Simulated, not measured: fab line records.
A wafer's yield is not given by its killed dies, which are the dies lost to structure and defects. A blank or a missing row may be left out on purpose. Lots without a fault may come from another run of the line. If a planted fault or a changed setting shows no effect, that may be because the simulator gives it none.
A lot that was struck, set against a sound lot + flow nand harc + 43 out of 1302 route steps
Sound: the wafers L744.1, L744.3, L744.4. Struck: wafer L763.1. (L763.4, L763.5 of the same lot were not struck and are left out.) The cause comes at the end.
Per side, at each step with rows, come the tool, then ch with its chambers, and then its first start. Under that, the readings that differ: sound wafers + struck wafers + difference of the means + sigmas: that difference in standard deviations of wafers without a fault.
alike: readings with means less than 2 such deviations apart, plus words and numbers identical on both sides. not compared: withheld readings, readings lacking a value on some wafer, bounds such as >300 that could conceal the same value, and numbers that have no deviation in the record and whose values overlap.
Wherever a step has rows on one side only, a row that says differs or no value, or a row with sigmas, the two part there. Numbers that don't overlap but have no deviation are shown without sigmas and don't part them. Lack of a reading on every wafer of one side parts them only where that side has two or more wafers.

first, 5 steps without rows for these wafers: NHARC_A_SGD_CUT_SOFTBAKE_04 (time 55 s); NHARC_A_SGD_CUT_EBR_05; NHARC_A_SGD_CUT_EXPOSE_06 (exposes mask SGD); NHARC_A_SGD_CUT_PEB_07 (peb time 65 s); NHARC_A_SGD_CUT_DEVELOP_08 (develop time 35 s).
NHARC_A_SGD_CUT_CD_MEAS_09 targets a cd of 100 nm.
  sound on cd sem-03 ch 0, day 19 04:26; struck on cd sem-01 ch 0, day 26 16:46
  alike: cd nm
NHARC_A_SGD_CUT_OVL_MEAS_10:
  struck on overlay-01, day 26 16:51; sound on overlay-02, day 19 04:32
| reading           | sound          | struck | difference | sigmas |
|-------------------|----------------|--------|------------|--------|
| overlay x nm (nm) | -1.6 -1.0 -1.5 | 0.8    | +2.2       | +3     |
  alike: overlay y nm
NHARC_A_SGD_CUT_INSPECT_11:
  struck on defect inspect-01, day 26 16:53; sound on defect inspect-01, day 19 04:34
  alike: raw defect count
then, 1 step without rows for these wafers: NHARC_A_SGD_CUT_DESCUM_14 (chemistry O2, time 3 s).
NHARC_A_SGD_CUT_ETCH_58: etches the open film in CF4, target depth 39 nm, time 65 s.
  sound on rie diel-07 ch 1,2,3, day 19 04:43; struck on rie diel-08 ch 2, day 26 17:04
| reading                | sound             | struck | difference | sigmas |
|------------------------|-------------------|--------|------------|--------|
| mfc ar sccm (sccm)     | 0 0.012 0         | 0.037  | +0.033     | +2     |
| rf hours counter h (h) | 10 9 8            | 3      | -6         |        |
| rf vpp V (V)           | 150.0 151.7 149.8 | 153.6  | +3.1       | +3     |
  alike: drypump motor current A, oes product au, showerhead plenum p Torr, throttle valve pct
then, 2 steps without rows for these wafers: NHARC_A_SGD_CUT_ETCH_59 (etches the open film in N2/H2, target depth 260 nm, time 406.25 s); NHARC_A_SGD_CUT_ETCH_15 (etches the open film in CH3F/O2, target depth 75 nm, time 64.3 s).
NHARC_A_SGD_CUT_ETCH_16: etches the open film in C4F8/O2/Ar, target depth 310.5 nm, time 155.2 s.
  sound on rie diel-07 ch 0,1,2, day 19 05:12; struck on rie diel-08 ch 0, day 26 17:44
| reading                | sound             | struck | difference | sigmas |
|------------------------|-------------------|--------|------------|--------|
| oes product au (a.u.)  | 0.954 0.980 0.988 | 1.007  | +0.033     | +2     |
| rf hours counter h (h) | 10 9 10           | 3      | -7         |        |
  alike: rf vpp V
then, 1 step without rows for these wafers: NHARC_A_SGD_CUT_STRIP_60 (strips in C4F8/O2/Ar).
NHARC_A_SGD_CUT_STRIP_17: strips in O2.
  sound: rie diel-07 ch 1,2,3; struck: rie diel-08 ch 3
| reading                     | sound       | struck | difference | sigmas |
|-----------------------------|-------------|--------|------------|--------|
| drypump motor current A (A) | 5.5 6.2 6.5 | 5.0    | -1.1       | -2     |
| rf hours counter h (h)      | 9 9 10      | 3      | -6         |        |
  alike: mfc ar sccm, o2 flow sccm, oes product au, rf vpp V, showerhead plenum p Torr, throttle valve pct
then, 5 steps without rows for these wafers: NHARC_A_SGD_CUT_PRECLEAN_18 (cleans in SC1); NHARC_A_SGD_CUT_SRD_19; NHARC_A_SGD_CUT_DEP_20 (deposits SiO2, target thk 150 nm); NHARC_A_SGD_CUT_ANNEAL_27 (time 1800 s); NHARC_A_SGD_CUT_CMP_21 (polishes, target thk 148.19 nm).
NHARC_A_SGD_CUT_THK_MEAS_22: measures by ellipsometry.
  struck on film metro-01, day 26 22:52; sound on film metro-01, day 19 11:41
  alike: thk nm
then, 2 steps without rows for these wafers: NHARC_A_SGD_CUT_SRD_23; NHARC_A_SGD_CUT_ETCH_26 (etches SiO2 in dHF, target depth 45.8 nm).
NHARC_A_SGD_CUT_ETCHBACK_24: etches the open film in CH3F/O2, target depth 50 nm, time 92.857 s.
  sound on rie diel-08 ch 1,2,3, day 19 11:55; struck on rie diel-04 ch 1, day 26 23:08
| reading                | sound | struck | difference | sigmas |
|------------------------|-------|--------|------------|--------|
| rf hours counter h (h) | 3 2 2 | 7      | +5         |        |
  alike: drypump motor current A, mfc ar sccm, o2 flow sccm, oes product au, rf vpp V, showerhead plenum p Torr, throttle valve pct
NHARC_A_SGD_CUT_STRIP_28: strips in O2, time 20 s.
  sound: rie diel-08 ch 0,1,3; struck: rie diel-04 ch 1
| reading                | sound                | struck | difference | sigmas |
|------------------------|----------------------|--------|------------|--------|
| rf hours counter h (h) | 2 3 3                | 7      | +4         |        |
| throttle valve pct (%) | 17.057 17.026 17.037 | 17.016 | -0.024     | -3     |
  alike: drypump motor current A, mfc ar sccm, o2 flow sccm, oes product au, rf vpp V, showerhead plenum p Torr
NHARC_A_SGD_CUT_INSPECT_25:
  struck on defect inspect-02, day 26 23:21; sound on defect inspect-02, day 19 12:09
  alike: raw defect count
then, 2 steps without rows for these wafers: NHARC_A_SLIT_DEP_25 (deposits SiO2, target thk 200 nm); NHARC_A_SLIT_DEP_00 (deposits aC, target thk 6200 nm).
NHARC_A_SLIT_DEP_23: deposits SiON, target thk 100 nm.
  sound on pecvd-03 ch 0,2, day 19 19:37; struck on pecvd-03 ch 0, day 27 04:42
  alike: heater power w
then, 8 steps without rows for these wafers: NHARC_A_SLIT_DEHYDRATE_01 (time 120 s); NHARC_A_SLIT_HMDS_02 (time 30 s); NHARC_A_SLIT_COAT_03 (resist thk 90 nm); NHARC_A_SLIT_SOFTBAKE_04 (time 55 s); NHARC_A_SLIT_EBR_05; NHARC_A_SLIT_EXPOSE_06 (exposes mask SLIT); NHARC_A_SLIT_PEB_07 (peb time 65 s); NHARC_A_SLIT_DEVELOP_08 (develop time 35 s).
NHARC_A_SLIT_CD_MEAS_09 targets a cd of 300 nm.
  sound on cd sem-03 ch 0, day 19 20:20; struck on cd sem-01 ch 0, day 27 05:27
  alike: cd nm
NHARC_A_SLIT_OVL_MEAS_10:
  struck on overlay-01, day 27 05:32; sound on overlay-02, day 19 20:25
  alike: overlay x nm, overlay y nm
NHARC_A_SLIT_INSPECT_11:
  struck on defect inspect-01, day 27 05:35; sound on defect inspect-02, day 19 20:27
  alike: raw defect count
then, 2 steps without rows for these wafers: NHARC_A_SLIT_DESCUM_14 (chemistry O2, time 3 s); NHARC_A_SLIT_ETCH_24 (etches the open film in CF4/CHF3, target depth 121 nm, time 60.5 s).
-- break in the record here, with 5 days between the starts of the struck wafers on either side (left off in module A_SLIT, picked up again in module END, where the first step shown is number 1302 on the route) --
NHARC_END_SORT_01:
  sound on prober-02 ch 0, day 24 17:42; struck on prober-02 ch 0, day 31 19:54
| reading         | sound    | struck | difference | sigmas |
|-----------------|----------|--------|------------|--------|
| killed at array | 27 22 18 | 323    | +301       | +17    |
| killed dies     | 30 25 22 | 325    | +299       | +16    |
  alike: killed at other, killed at periphery, killed open, killed short

== WHERE THEY PART ==
Last at NHARC_END_SORT_01 as far as this record goes, first at NHARC_A_SGD_CUT_OVL_MEAS_10.

WHY: what the simulator had put in
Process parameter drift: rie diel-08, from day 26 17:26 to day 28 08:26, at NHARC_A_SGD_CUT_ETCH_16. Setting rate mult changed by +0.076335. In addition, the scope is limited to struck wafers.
